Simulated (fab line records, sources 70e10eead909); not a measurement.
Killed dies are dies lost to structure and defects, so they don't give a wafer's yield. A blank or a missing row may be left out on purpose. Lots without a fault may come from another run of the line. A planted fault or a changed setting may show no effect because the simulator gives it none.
fab line records | flow nand_harc
record lots=23 wafers=69 last_day=34
route steps=1302 shown P_M2@349 A_ONON_D1@443 A_CHANNEL_HOLE_D1@465
lots that met no fault: from a run of the same line without faults
start_h: hours from the record's first day to the start of the lot's first wafer shown | wait_h: hours since the lot's step before | " the same as in the row above | L1.1+2: a row that stands for several wafers | - no value, or no start given | * or withheld: withheld | < > ~ a bound
route shown NAME@n: a module of which the file shows steps, and the number in the route of the first | usual: mean/standard deviation of fault-free wafers | same: alike in all rows | chamber/n: place in a boat | sites: the reading at each site | _std_site: their standard deviation | _edge_site: outer sites' mean less inner sites' | radius_mm: how far each site lies from the wafer's centre | mask NAME#n: copy n | behind: the tool/chamber that last shaped the wafer | hold: why the lot was held/for how many hours/how that ended | device: the transistor (n, p or np) that didn't switch | end of line: the same wafers' tests at the end of the route | a step without rows: its recipe alone | killed: dies lost to structure and defects at the first sort, not the wafer's yield | map: a wafer's dies, x killed, . not, _ none there
set.NAME: the setting as run; set.NAME@STEP: as run at that earlier step | model.NAME: the simulator's own value behind a step, which no gauge read
steps of the route over a sample of lots; a table a step, a row a wafer
services: from which hour (start_h, from the record's first day; less than 0 if before it) a tool's chamber was out of use, for how many hours, and why
## steps
# step NHARC_P_M2_PRE_CLEAN_32
# recipe time_s=12 temp_c=370 rf_power_w=300 gas=NH3
# usual heater_power_outer_w=351/64 heater_power_w=603/87
# columns lot.wafer tool chamber start_h wait_h heater_power_outer_w heater_power_w
L074.2 pecvd-04 0 133.77 0.1 342 561
L074.5 " 2 " " 333 592
L074.6 " 1 " " 255 492
L075.2 pecvd-03 2 145.17 0.1 456 734
L075.1 " 1 " " 374 627
L075.5 " 2 " " 452 738
L076.1 pecvd-02 0 157.09 0.1 442 750
L076.3 " 2 " " 400 647
L076.4 " 2 " " 407 650
L077.1 pecvd-03 0 159.93 0.1 256 474
L077.4 " 2 " " 457 711
L077.5 " 0 " " 256 471
L079.2 pecvd-02 1 183.83 0.1 391 656
L079.6 " 2 " " 349 584
L079.5 " 0 " " 429 728
L078.1 pecvd-02 1 185.23 0.1 296 561
L078.2 " 2 " " 413 654
L078.5 " 0 " " 415 713
L080.1 pecvd-04 2 204.17 0.1 313 563
L080.2 " 0 " " 323 525
L080.5 " 0 " " 324 518
L081.1 pecvd-02 0 212.62 0.1 420 720
L081.2 " 1 " " 333 608
L081.4 " 2 " " 373 634
L082.3 pecvd-04 0 213.36 0.1 347 564
L082.2 " 2 " " 316 579
L082.5 " 2 " " 320 571
L084.3 pecvd-04 1 232.67 0.1 213 436
L084.1 " 0 " " 310 527
L084.5 " 1 " " 223 428
L086.6 pecvd-03 0 247.36 0.1 224 431
L086.5 " 1 " " 411 654
L086.4 " 2 " " 408 682
L085.1 pecvd-03 1 253.15 0.1 375 638
L085.2 " 0 " " 253 465
L085.6 " 0 " " 255 481
L087.3 pecvd-03 0 269.10 0.1 210 416
L087.1 " 2 " " 394 641
L087.5 " 2 " " 369 623
L089.3 pecvd-03 0 278.93 0.1 263 491
L089.5 " 1 " " 409 676
L089.6 " 2 " " 394 660
L088.3 pecvd-02 0 280.51 0.1 395 706
L088.1 " 2 " " 387 627
L088.6 " 0 " " 398 694
L090.3 pecvd-03 1 299.91 0.1 329 570
L090.1 " 2 " " 453 730
L090.5 " 1 " " 330 577
L091.3 pecvd-04 0 301.34 0.1 352 570
L091.1 " 1 " " 289 522
L091.6 " 1 " " 278 521
L092.3 pecvd-02 0 312.92 0.1 411 694
L092.4 " 1 " " 387 665
L092.6 " 0 " " 402 699
L093.1 pecvd-04 0 320.27 0.1 349 572
L093.6 " 1 " " 265 492
L093.4 " 2 " " 394 684
L094.3 pecvd-03 2 341.32 0.1 423 673
L094.1 " 1 " " 403 658
L094.4 " 2 " " 403 667
L095.1 pecvd-04 1 342.81 0.1 295 529
L095.4 " 1 " " 297 537
L095.5 " 2 " " 391 679
L096.2 pecvd-04 2 357.34 0.1 329 603
L096.3 " 0 " " 343 544
L096.5 " 1 " " 293 533
L097.2 pecvd-02 0 366.36 0.1 380 681
L097.5 " 0 " " 379 643
L097.4 " 1 " " 388 673
# step NHARC_A_ONON_D1_THK_MEAS_27
# recipe thk_meas_gauge=ellipsometry
# usual thk_nm=1000/12
# columns lot.wafer tool chamber start_h wait_h thk_nm
L074.2 film_metro-02 - 177.91 - 997
L074.5 " - " " 998
L074.6 " - " " 999
L075.1 film_metro-01 - 184.72 - 997
L075.2 " - " " 998
L075.5 " - " " 998
L076.1 film_metro-02 - 198.57 - 973
L076.3 " - " " 972
L076.4 " - " " 972
L077.1 film_metro-01 - 198.59 - 987
L077.4 " - " " 988
L077.5 " - " " 988
L079.2 film_metro-01 - 229.50 - 1013
L079.5 " - " " 1013
L079.6 " - " " 1013
L078.1 film_metro-02 - 229.50 - 988
L078.2 " - " " 990
L078.5 " - " " 989
L080.1 film_metro-01 - 249.66 - 999
L080.2 " - " " 998
L080.5 " - " " 1000
L082.2 film_metro-02 - 254.17 - 1021
L082.3 " - " " 1021
L082.5 " - " " 1020
L081.1 film_metro-02 - 254.30 - 999
L081.2 " - " " 995
L081.4 " - " " 996
L084.1 film_metro-02 - 273.58 - 996
L084.3 " - " " 996
L084.5 " - " " 998
L086.4 film_metro-02 - 287.58 - 999
L086.5 " - " " 998
L086.6 " - " " 998
L085.1 film_metro-02 - 292.73 - 989
L085.2 " - " " 990
L085.6 " - " " 988
L087.1 film_metro-02 - 311.32 - 998
L087.3 " - " " 997
L087.5 " - " " 997
L088.1 film_metro-01 - 319.73 - 998
L088.3 " - " " 999
L088.6 " - " " 999
L089.3 film_metro-02 - 319.73 - 1020
L089.5 " - " " 1022
L089.6 " - " " 1022
L091.1 film_metro-01 - 345.21 - 994
L091.3 " - " " 995
L091.6 " - " " 996
L090.1 film_metro-02 - 345.26 - 1014
L090.3 " - " " 1014
L090.5 " - " " 1015
L092.3 film_metro-01 - 361.85 - 1002
L092.4 " - " " 1001
L092.6 " - " " 1003
L093.1 film_metro-02 - 361.85 - 1022
L093.4 " - " " 1020
L093.6 " - " " 1019
L094.1 film_metro-01 - 380.57 - 1009
L094.3 " - " " 1011
L094.4 " - " " 1011
L095.1 film_metro-01 - 380.63 - 998
L095.4 " - " " 999
L095.5 " - " " 999
L096.2 film_metro-02 - 398.88 - 1018
L096.3 " - " " 1017
L096.5 " - " " 1016
L097.2 film_metro-01 - 410.66 - 990
L097.4 " - " " 991
L097.5 " - " " 992
# step NHARC_A_CHANNEL_HOLE_D1_DESCUM_15
# recipe time_s=3 o2_flow_sccm=200 ar_flow_sccm=0 bias_power_w=0 chemistry=O2
# usual chamber_pressure_mTorr=60.00/0.059 drypump_motor_current_A=5.8/0.53 oes_product_au=1.000/0.01 rf_vpp_V=57.9/1 showerhead_plenum_p_Torr=1.91/0.094 throttle_valve_pct=11.310/0.0088
# same bias_power_w=0
# columns lot.wafer tool chamber start_h wait_h chamber_pressure_mTorr drypump_motor_current_A oes_product_au rf_hours_counter_h rf_vpp_V showerhead_plenum_p_Torr throttle_valve_pct
L074.2 rie_diel-08 3 181.95 0.1 59.94 6.0 0.990 14 56.6 1.78 11.306
L074.5 " 2 " " 59.97 6.5 1.002 - 57.7 1.91 11.326
L074.6 " 3 " " 59.97 6.0 0.996 - 58.3 1.78 11.298
L075.2 rie_diel-08 1 188.79 0.1 59.98 4.9 1.013 16 57.9 2.04 11.302
L075.1 " 2 " " 59.95 6.5 0.993 16 58.2 1.91 11.320
L075.5 " 2 " " 60.00 6.5 1.001 - 57.0 1.91 11.313
L076.1 rie_diel-11 3 202.57 0.1 60.02 5.9 0.994 34 56.3 1.90 11.306
L076.3 " 1 " " 60.03 5.5 0.995 32 59.2 1.96 11.300
L076.4 " 2 " " 60.02 5.9 0.993 34 57.1 1.87 11.324
L077.4 rie_diel-10 1 203.27 0.1 60.06 5.6 1.002 37 58.4 1.94 11.310
L077.1 " 2 " " 60.02 5.3 1.018 39 56.6 1.78 11.322
L077.5 " 2 " " 59.93 5.3 1.014 - 56.4 1.78 11.308
L079.2 rie_diel-08 1 235.06 0.1 60.03 4.9 1.000 2 57.8 2.04 11.304
L079.5 " 2 " " 60.03 6.5 0.999 - 60.2 1.91 11.311
L079.6 " 3 " " 59.99 6.0 0.984 - 58.8 1.78 11.312
L078.2 rie_diel-11 3 235.27 0.1 60.02 5.9 1.004 45 58.2 1.89 11.303
L078.1 " 1 " " 60.05 5.5 0.995 42 57.3 1.96 11.315
L078.5 " 0 " " 59.93 6.2 1.001 - 57.7 1.79 11.295
L080.2 rie_diel-08 2 255.81 0.1 60.00 6.5 0.992 4 56.4 1.91 11.313
L080.1 " 0 " " 60.07 5.7 1.005 2 59.1 2.01 11.308
L080.5 " 3 " " 59.96 6.0 0.996 - 55.8 1.78 11.321
L082.2 rie_diel-10 0 261.85 0.1 59.90 5.6 0.997 4 57.5 1.91 11.310
L082.3 " 2 " " 60.07 5.2 1.000 3 55.8 1.77 11.304
L082.5 " 0 " " 59.94 5.6 0.997 - 57.2 1.91 11.318
L081.2 rie_diel-08 1 262.31 0.1 59.99 4.9 0.995 5 58.7 2.04 11.317
L081.4 " 2 " " 60.02 6.5 0.983 4 57.8 1.91 11.321
L081.1 " 3 " " 60.11 6.0 0.985 5 56.9 1.78 11.304
L084.1 rie_diel-08 2 277.43 0.1 60.06 6.5 0.986 6 55.1 1.90 11.318
L084.3 " 1 " " 60.03 4.9 1.002 7 58.3 2.03 11.293
L084.5 " 2 " " 60.10 6.5 0.988 - 60.1 1.90 11.307
L086.4 rie_diel-08 0 291.59 0.1 59.94 5.7 1.004 6 57.0 2.01 11.287
L086.5 " 0 " " 59.93 5.7 0.999 - 57.7 2.01 11.304
L086.6 " 1 " " 60.01 4.9 1.012 - 57.9 2.03 11.315
L085.2 rie_diel-10 3 296.80 0.1 60.05 6.0 1.010 15 57.7 1.85 11.323
L085.1 " 0 " " 59.92 5.6 0.999 16 59.0 1.91 11.307
L085.6 " 3 " " 59.88 6.0 1.012 - 56.4 1.85 11.306
L087.1 rie_diel-08 2 316.72 0.1 60.01 6.5 0.983 9 56.5 1.90 11.305
L087.3 " 3 " " 59.92 6.0 0.994 9 59.0 1.78 11.303
L087.5 " 1 " " 59.98 4.9 1.006 - 58.2 2.03 11.313
L089.3 rie_diel-08 2 323.64 0.1 59.93 6.5 0.977 10 57.7 1.90 11.303
L089.6 " 2 " " 59.95 6.5 1.001 - 57.6 1.90 11.304
L089.5 " 3 " " 59.97 6.0 1.006 - 59.1 1.78 11.308
L088.1 rie_diel-11 0 323.91 0.1 60.07 6.2 0.991 16 56.0 1.78 11.309
L088.3 " 1 " " 59.93 5.5 0.996 15 56.8 1.95 11.303
L088.6 " 2 " " 59.96 5.9 0.991 - 56.5 1.86 11.306
L091.3 rie_diel-10 0 352.04 0.1 60.01 5.6 1.002 35 57.6 1.90 11.308
L091.1 " 1 " " 59.94 5.5 0.998 32 58.4 1.92 11.311
L091.6 " 0 " " 60.02 5.6 1.006 - 59.8 1.90 11.317
L090.3 rie_diel-08 2 353.30 0.1 60.01 6.5 0.978 11 57.8 1.90 11.309
L090.1 " 0 " " 60.00 5.7 0.998 10 57.8 2.01 11.305
L090.5 " 2 " " 59.98 6.5 0.984 - 57.2 1.90 11.308
L093.1 rie_diel-08 1 368.02 0.1 59.96 4.9 1.012 13 59.0 2.03 11.299
L093.4 " 2 " " 60.04 6.5 0.993 12 58.2 1.90 11.304
L093.6 " 0 " " 60.04 5.7 1.018 - 58.3 2.01 11.306
L092.3 rie_diel-11 2 368.36 0.1 60.00 5.9 0.988 30 58.1 1.86 11.319
L092.4 " 3 " " 59.99 5.9 0.984 26 58.5 1.88 11.314
L092.6 " 0 " " 60.12 6.2 0.977 - 56.9 1.78 11.310
L094.1 rie_diel-08 0 389.23 0.1 60.05 5.7 1.012 0 60.0 2.01 11.303
L094.4 " 2 " " 59.95 6.5 1.002 0 57.7 1.90 11.297
L094.3 " 3 " " 60.16 5.9 1.002 0 57.0 1.78 11.303
L095.1 rie_diel-08 2 391.15 0.1 60.01 6.5 1.009 1 57.1 1.90 11.296
L095.4 " 3 " " 60.06 6.0 1.008 1 58.2 1.78 11.302
L095.5 " 1 " " 60.00 4.9 1.019 - 58.5 2.03 11.318
L096.2 rie_diel-08 3 403.21 0.1 59.99 6.0 1.005 2 56.0 1.78 11.313
L096.3 " 1 " " 59.98 4.9 1.013 2 58.7 2.03 11.312
L096.5 " 3 " " 59.97 6.0 1.008 - 57.2 1.78 11.325
L097.2 rie_diel-08 3 414.68 0.1 59.97 5.9 1.005 3 57.8 1.78 11.309
L097.4 " 1 " " 60.00 4.9 1.011 3 57.8 2.03 11.317
L097.5 " 2 " " 60.08 6.5 0.998 - 57.4 1.90 11.310
# step NHARC_A_CHANNEL_HOLE_D1_ETCH_20
# recipe bias_v=3000 source_w=withheld pressure_mtorr=20 time_s=361.9 ar_flow_sccm=375 c4f8_flow_sccm=89.3 o2_flow_sccm=35.7 temp_c=-20 target_depth_a=16000 chemistry=C4F8/O2/Ar
# usual chamber_pressure_mTorr=19.999/0.017 drypump_motor_current_A=5.6/0.62 showerhead_plenum_p_Torr=3.58/0.1 throttle_valve_pct=32.156/0.0092
# columns lot.wafer tool chamber start_h wait_h chamber_pressure_mTorr drypump_motor_current_A rf_hours_counter_h showerhead_plenum_p_Torr throttle_valve_pct
L074.2 har_etch-02 0 183.23 0.1 19.996 6.6 297 3.65 32.162
L074.6 " 0 " " 20.015 6.6 - 3.65 32.155
L074.5 " 1 " " 19.968 5.9 - 3.47 32.153
L075.1 har_etch-01 0 190.08 0.1 19.986 5.0 88 3.58 32.159
L075.2 " 1 " " 19.987 5.1 88 3.67 32.160
L075.5 " 1 " " 19.992 5.2 - 3.67 32.158
L076.1 har_etch-01 0 203.86 0.1 20.027 5.0 92 3.57 32.159
L076.3 " 0 " " 19.974 5.1 - 3.57 32.158
L076.4 " 1 " " 19.999 5.1 - 3.67 32.167
L077.1 har_etch-02 1 204.56 0.1 20.020 5.9 309 3.46 32.149
L077.4 " 1 " " 20.016 5.9 - 3.46 32.159
L077.5 " 0 " " 19.984 6.6 - 3.65 32.156
L079.2 har_etch-01 0 236.56 0.1 19.992 5.1 111 3.56 32.155
L079.5 " 1 " " 20.013 5.2 - 3.66 32.167
L079.6 " 0 " " 20.002 5.0 - 3.56 32.157
L078.1 har_etch-02 0 236.77 0.1 20.000 6.6 328 3.64 32.154
L078.2 " 1 " " 20.000 5.9 328 3.45 32.156
L078.5 " 0 " " 20.017 6.5 - 3.64 32.165
L080.2 har_etch-01 1 257.10 0.1 19.987 5.1 119 3.65 32.164
L080.1 " 0 " " 20.005 5.1 119 3.56 32.170
L080.5 " 1 " " 19.972 5.1 - 3.65 32.135
L082.2 har_etch-02 1 268.56 0.1 19.998 5.9 343 3.44 32.152
L082.3 " 0 " " 19.984 6.6 - 3.63 32.157
L082.5 " 0 " " 19.999 6.6 - 3.63 32.147
L081.2 har_etch-01 1 269.65 0.1 20.014 5.2 130 3.65 32.155
L081.1 " 0 " " 19.948 5.1 130 3.55 32.164
L081.4 " 0 " " 19.998 5.1 - 3.55 32.163
L084.1 har_etch-02 0 279.00 0.1 20.011 6.6 351 3.62 32.165
L084.3 " 0 " " 20.019 6.6 - 3.62 32.148
L084.5 " 1 " " 19.995 5.9 - 3.44 32.149
L086.4 har_etch-01 0 293.04 0.2 20.018 5.1 - 3.55 32.160
L086.5 " 1 " " 20.007 5.2 - 3.64 32.158
L086.6 " 0 " " 20.011 5.1 - 3.55 32.146
L085.1 har_etch-01 0 298.08 0.1 19.984 5.0 146 3.55 32.150
L085.2 " 1 " " 20.021 5.1 146 3.64 32.168
L085.6 " 0 " " 20.013 5.0 - 3.55 32.166
L087.1 har_etch-01 0 318.45 0.1 20.009 5.1 161 3.54 32.146
L087.3 " 1 " " 20.011 5.1 - 3.63 32.172
L087.5 " 1 " " 20.010 5.1 - 3.63 32.168
L089.3 har_etch-02 1 325.10 0.2 19.997 5.9 - 3.43 32.162
L089.5 " 0 " " 20.002 6.6 - 3.61 32.159
L089.6 " 1 " " 20.005 6.0 - 3.43 32.130
L088.1 har_etch-01 0 325.33 0.1 20.014 5.1 165 3.54 32.171
L088.3 " 1 " " 19.974 5.1 - 3.63 32.162
L088.6 " 1 " " 19.977 5.1 - 3.63 32.162
L091.1 har_etch-01 0 355.41 0.1 20.024 5.1 180 3.53 32.163
L091.3 " 0 " " 20.005 5.0 - 3.53 32.148
L091.6 " 1 " " 19.984 5.1 - 3.62 32.162
L090.1 har_etch-02 0 359.14 0.1 19.961 6.6 393 3.60 32.156
L090.3 " 1 " " 19.991 5.9 - 3.42 32.146
L090.5 " 0 " " 20.001 6.6 - 3.60 32.157
L093.1 har_etch-02 1 369.34 0.1 19.969 6.0 397 3.41 32.145
L093.4 " 0 " " 19.991 6.6 - 3.60 32.136
L093.6 " 0 " " 19.997 6.6 - 3.60 32.149
L092.3 har_etch-01 0 370.77 0.2 20.005 5.0 - 3.52 32.130
L092.4 " 1 " " 20.003 5.1 - 3.61 32.148
L092.6 " 1 " " 19.978 5.1 - 3.61 32.152
L094.1 har_etch-01 1 396.64 0.1 19.976 5.1 210 3.60 32.171
L094.3 " 1 " " 20.010 5.1 - 3.60 32.145
L094.4 " 0 " " 19.998 5.0 - 3.51 32.144
L095.1 har_etch-02 0 398.51 0.1 19.994 6.6 4 3.93 32.152
L095.4 " 1 " " 19.972 5.9 - 3.93 32.156
L095.5 " 1 " " 20.000 5.9 - 3.93 32.145
L096.2 har_etch-01 1 405.00 0.1 19.973 5.1 218 3.60 32.161
L096.3 " 0 " " 19.998 5.0 - 3.51 32.168
L096.5 " 0 " " 19.995 5.0 - 3.51 32.170
L097.2 har_etch-01 0 416.25 0.1 19.975 5.0 222 3.51 32.158
L097.4 " 1 " " 20.025 5.1 - 3.60 32.149
L097.5 " 1 " " 19.999 5.1 - 3.60 32.147
# step NHARC_A_CHANNEL_HOLE_D1_ETCH_44
# recipe target_depth_a=1400 overetch_a=140 time_s=77 ion_energy_ev=100 cf4_flow_sccm=80 o2_flow_sccm=20 ar_flow_sccm=0 rf_w=300 bias_w=100 chemistry=CF4/O2
# usual chamber_pressure_mTorr=29.998/0.025 drypump_motor_current_A=5.8/0.49 oes_f_703_au=1.000/0.0047 oes_product_au=0.998/0.0094 rf_vpp_V=197.7/1.5 showerhead_plenum_p_Torr=1.33/0.065 throttle_valve_pct=13.398/0.0087
# columns lot.wafer tool chamber start_h wait_h chamber_pressure_mTorr drypump_motor_current_A oes_f_703_au oes_product_au rf_hours_counter_h rf_vpp_V showerhead_plenum_p_Torr throttle_valve_pct
L074.2 rie_diel-08 0 187.86 0.1 30.042 5.7 0.998 0.989 13 198.3 1.40 13.407
L074.6 " 2 " " 30.005 6.5 0.994 0.992 - 196.9 1.33 13.403
L074.5 " 3 " " 30.012 6.0 0.999 1.003 - 196.4 1.24 13.393
L075.2 rie_diel-11 1 194.69 0.1 30.007 5.5 0.989 0.993 30 198.9 1.37 13.389
L075.1 " 3 " " 29.992 5.9 1.004 0.999 29 198.0 1.33 13.402
L075.5 " 1 " " 29.978 5.5 1.004 0.995 - 199.1 1.37 13.391
L076.3 rie_diel-08 1 208.50 0.1 29.983 4.8 1.004 1.004 1 199.3 1.42 13.394
L076.1 " 3 " " 29.991 6.0 0.995 0.999 1 196.4 1.24 13.410
L076.4 " 1 " " 29.981 4.9 0.998 1.006 - 198.5 1.42 13.392
L077.1 rie_diel-11 2 209.19 0.1 30.006 5.9 0.994 1.004 36 197.5 1.31 13.388
L077.4 " 0 " " 30.034 6.2 1.010 0.998 34 197.3 1.25 13.395
L077.5 " 2 " " 29.992 6.0 1.001 0.980 - 196.7 1.31 13.389
L079.2 rie_diel-08 3 241.24 0.1 30.011 6.0 0.997 0.986 3 196.4 1.24 13.390
L079.5 " 3 " " 29.997 6.0 1.000 0.992 - 195.7 1.24 13.401
L079.6 " 1 " " 30.047 4.9 1.007 1.004 - 199.8 1.42 13.393
L078.2 rie_diel-08 2 241.85 0.1 30.004 6.5 1.000 0.991 3 198.7 1.33 13.400
L078.1 " 1 " " 29.974 4.9 0.999 1.003 3 198.9 1.42 13.401
L078.5 " 2 " " 30.003 6.4 1.007 0.990 - 198.1 1.33 13.399
L080.1 rie_diel-08 0 261.73 0.1 29.987 5.7 0.999 0.996 3 198.4 1.40 13.381
L080.2 " 1 " " 29.991 4.9 1.004 1.004 5 198.8 1.42 13.391
L080.5 " 0 " " 30.013 5.7 1.004 1.002 - 199.2 1.40 13.394
L082.2 rie_diel-08 2 273.82 0.1 30.000 6.5 1.004 0.990 5 198.1 1.33 13.391
L082.3 " 0 " " 30.042 5.7 1.003 1.006 4 199.7 1.40 13.403
L082.5 " 2 " " 29.972 6.5 1.006 0.990 - 197.8 1.33 13.420
L081.2 rie_diel-11 3 274.31 0.1 29.962 5.9 1.006 0.995 1 198.2 1.32 13.413
L081.1 " 1 " " 29.983 5.5 1.002 0.996 1 198.5 1.36 13.403
L081.4 " 2 " " 29.962 5.9 1.008 0.988 1 195.6 1.30 13.409
L084.3 rie_diel-08 3 283.57 0.1 29.996 6.0 1.011 0.996 6 194.5 1.24 13.392
L084.1 " 0 " " 29.948 5.7 0.995 0.986 5 198.5 1.40 13.394
L084.5 " 2 " " 29.954 6.5 1.003 0.994 - 198.8 1.33 13.403
L086.4 rie_diel-08 1 297.51 0.1 30.050 4.9 1.004 1.005 9 199.5 1.42 13.386
L086.5 " 2 " " 29.986 6.4 1.004 0.989 - 197.3 1.33 13.397
L086.6 " 3 " " 29.997 6.0 0.995 0.993 - 193.8 1.24 13.395
L085.2 rie_diel-08 2 302.66 0.1 29.973 6.4 1.001 0.988 9 197.9 1.33 13.396
L085.1 " 3 " " 30.041 6.0 0.997 0.989 8 195.5 1.24 13.408
L085.6 " 3 " " 29.988 6.0 0.995 0.997 - 197.5 1.24 13.399
L087.1 rie_diel-11 2 323.06 0.1 29.995 5.9 1.003 0.991 14 198.0 1.30 13.397
L087.3 " 0 " " 30.020 6.2 1.003 0.991 16 196.3 1.25 13.400
L087.5 " 1 " " 30.035 5.5 0.999 0.988 - 198.0 1.36 13.391
L089.3 rie_diel-08 1 329.56 0.1 30.030 4.9 0.995 1.011 11 198.7 1.42 13.400
L089.6 " 3 " " 30.004 6.0 0.996 0.995 - 195.6 1.24 13.396
L089.5 " 0 " " 30.041 5.7 1.001 0.993 - 198.5 1.40 13.388
L088.3 rie_diel-11 0 329.86 0.0 29.930 6.2 0.991 0.989 17 196.3 1.24 13.408
L088.1 " 3 " " 29.985 5.9 1.006 1.000 14 197.6 1.32 13.402
L088.6 " 0 " " 30.025 6.2 1.006 0.975 - 196.1 1.25 13.405
L091.1 rie_diel-08 0 359.95 0.1 30.021 5.7 1.008 1.021 11 200.0 1.40 13.386
L091.3 " 3 " " 29.984 6.0 0.995 1.007 12 195.7 1.24 13.377
L091.6 " 0 " " 29.977 5.7 1.003 1.016 - 199.3 1.40 13.405
L090.1 rie_diel-08 3 363.70 0.1 29.980 6.0 1.000 0.995 12 196.4 1.24 13.409
L090.3 " 0 " " 29.997 5.7 1.006 1.004 11 198.7 1.40 13.396
L090.5 " 0 " " 29.981 5.7 0.998 1.005 - 198.9 1.40 13.380
L093.1 rie_diel-10 0 374.00 0.1 29.989 5.6 1.000 1.004 47 196.2 1.32 13.396
L093.4 " 2 " " 29.992 5.3 0.995 1.009 38 195.9 1.23 13.397
L093.6 " 3 " " 29.966 6.0 1.002 1.007 - 196.6 1.28 13.411
L092.4 rie_diel-10 0 375.28 0.1 30.011 5.6 1.003 1.007 47 197.5 1.32 13.391
L092.3 " 1 " " 30.017 5.6 0.994 0.993 43 198.0 1.34 13.383
L092.6 " 3 " " 30.045 6.0 0.993 1.005 - 198.3 1.28 13.408
L094.4 rie_diel-08 3 401.70 0.1 29.967 5.9 0.997 1.001 2 195.1 1.24 13.401
L094.1 " 0 " " 29.987 5.7 1.002 1.008 2 198.4 1.40 13.403
L094.3 " 1 " " 29.959 4.8 0.993 1.023 2 200.9 1.42 13.403
L095.4 rie_diel-08 2 403.15 0.1 29.974 6.5 0.999 0.994 2 198.2 1.33 13.408
L095.1 " 0 " " 29.987 5.7 1.001 1.002 2 199.3 1.40 13.402
L095.5 " 2 " " 29.994 6.5 1.002 0.991 - 198.6 1.33 13.399
L096.2 rie_diel-08 3 409.55 0.1 29.988 6.0 0.994 1.002 3 197.5 1.24 13.390
L096.3 " 0 " " 29.987 5.7 0.994 1.013 3 197.9 1.40 13.392
L096.5 " 0 " " 30.072 5.7 1.002 1.000 - 200.8 1.40 13.405
L097.4 rie_diel-08 1 420.87 0.1 29.986 4.9 0.998 1.014 4 199.8 1.42 13.386
L097.2 " 2 " " 30.025 6.5 0.995 0.985 4 199.3 1.33 13.392
L097.5 " 0 " " 29.996 5.7 1.005 1.000 - 199.4 1.40 13.411
# step NHARC_A_CHANNEL_HOLE_D1_XSEM_31
# recipe landing_energy_ev=35000
# usual bot_cd_nm=75.1/1.4 bow_nm=8.52/0.24 tilt_deg=0.07/0.036
# columns lot.wafer tool chamber start_h wait_h bot_cd_nm bow_nm tilt_deg
L074.2 xsem-02 0 188.74 0.1 77.5 8.41 0.11
L074.5 " 0 " " 77.9 8.27 0.11
L074.6 " 0 " " 75.4 8.41 0.11
L075.1 xsem-01 0 198.55 0.1 74.8 8.98 0.06
L075.2 " 0 " " 75.2 8.94 0.06
L075.5 " 0 " " 73.5 9.00 0.06
L076.1 xsem-01 0 209.50 0.1 74.9 8.58 0.06
L076.3 " 0 " " 75.8 8.60 0.06
L076.4 " 0 " " 75.7 8.61 0.06
L077.1 xsem-02 0 210.11 0.1 76.6 8.61 0.11
L077.4 " 0 " " 74.2 8.60 0.11
L077.5 " 0 " " 75.1 8.68 0.11
L079.2 xsem-02 0 242.25 0.1 74.0 8.68 0.10
L079.5 " 0 " " 74.4 8.58 0.11
L079.6 " 0 " " 77.0 8.62 0.11
L078.1 xsem-01 0 242.86 0.1 75.9 8.33 0.03
L078.2 " 0 " " 73.4 8.39 0.03
L078.5 " 0 " " 74.6 8.46 0.03
L080.1 xsem-01 0 262.59 0.1 74.6 8.52 0.03
L080.2 " 0 " " 75.4 8.53 0.03
L080.5 " 0 " " 74.5 8.49 0.03
L082.2 xsem-02 0 274.83 0.1 75.3 8.05 0.09
L082.3 " 0 " " 75.8 8.13 0.09
L082.5 " 0 " " 74.0 8.15 0.09
L081.1 xsem-01 0 275.33 0.1 75.4 8.24 0.06
L081.2 " 0 " " 74.7 8.23 0.06
L081.4 " 0 " " 74.1 8.08 0.06
L084.1 xsem-02 0 284.45 0.1 76.5 8.50 0.14
L084.3 " 0 " " 75.7 8.59 0.14
L084.5 " 0 " " 74.9 8.59 0.14
L086.4 xsem-02 0 298.89 0.1 78.3 8.65 0.05
L086.5 " 0 " " 74.8 8.60 0.05
L086.6 " 0 " " 74.1 8.56 0.05
L085.1 xsem-02 0 303.55 0.1 73.8 8.48 0.03
L085.2 " 0 " " 76.1 8.43 0.03
L085.6 " 0 " " 72.8 8.42 0.03
L087.1 xsem-02 0 324.10 0.1 78.2 8.26 0.09
L087.3 " 0 " " 78.7 8.30 0.09
L087.5 " 0 " " 75.4 8.27 0.09
L089.3 xsem-01 0 330.43 0.1 75.7 9.07 0.09
L089.5 " 0 " " 74.1 9.01 0.09
L089.6 " 0 " " 73.7 8.98 0.09
L088.1 xsem-02 0 330.75 0.1 76.2 8.79 0.07
L088.3 " 0 " " 74.7 8.76 0.07
L088.6 " 0 " " 75.3 8.79 0.07
L091.1 xsem-01 0 360.83 0.1 73.9 8.67 0.04
L091.3 " 0 " " 74.0 8.73 0.04
L091.6 " 0 " " 74.4 8.76 0.04
L090.1 xsem-02 0 364.59 0.1 73.5 8.30 0.05
L090.3 " 0 " " 74.9 8.23 0.05
L090.5 " 0 " " 74.4 8.34 0.05
L093.1 xsem-02 0 374.88 0.1 73.9 8.69 0.06
L093.4 " 0 " " 73.1 8.69 0.06
L093.6 " 0 " " 74.9 8.75 0.06
L092.3 xsem-02 0 376.18 0.1 76.0 8.73 0.01
L092.4 " 0 " " 73.8 8.66 0.01
L092.6 " 0 " " 77.0 8.69 0.01
L094.1 xsem-02 0 402.59 0.1 74.3 8.37 0.04
L094.3 " 0 " " 75.3 8.39 0.04
L094.4 " 0 " " 75.6 8.35 0.04
L095.1 xsem-02 0 404.04 0.1 74.2 8.64 0.05
L095.4 " 0 " " 74.4 8.60 0.05
L095.5 " 0 " " 73.2 8.62 0.05
L096.2 xsem-01 0 410.43 0.1 74.1 8.62 0.10
L096.3 " 0 " " 74.4 8.42 0.10
L096.5 " 0 " " 73.8 8.57 0.10
L097.2 xsem-01 0 421.77 0.1 75.9 8.09 0.13
L097.4 " 0 " " 74.6 8.02 0.13
L097.5 " 0 " " 74.0 8.12 0.13
## services
# columns tool chamber start_h hours kind
rie_diel-08 - 116.25 0.4 repair
rie_diel-08 0 118.73 12.2 repair
xsem-01 - 150.15 2.2 repair
rie_diel-08 2 152.58 1.3 repair
rie_diel-11 1 170.07 3.4 repair
pecvd-03 - 185.18 13.0 pm
rie_diel-08 - 191.05 9.0 pm
rie_diel-08 2 203.25 12.5 repair
rie_diel-08 0 235.14 17.7 repair
rie_diel-11 - 258.73 9.0 pm
har_etch-01 - 262.34 0.3 repair
rie_diel-08 3 272.12 7.2 repair
har_etch-02 - 302.92 3.0 repair
rie_diel-11 - 305.36 1.2 repair
rie_diel-11 3 315.85 8.3 repair
rie_diel-08 - 333.82 0.5 repair
rie_diel-08 2 339.63 3.4 repair
rie_diel-08 - 368.07 9.0 pm
xsem-01 - 374.00 14.0 pm
har_etch-02 - 377.23 17.0 pm
xsem-01 - 392.65 0.9 repair
xsem-01 - 400.45 1.4 repair
xsem-01 - 402.55 6.5 repair
rie_diel-08 3 417.44 3.1 repair
## key
fault none
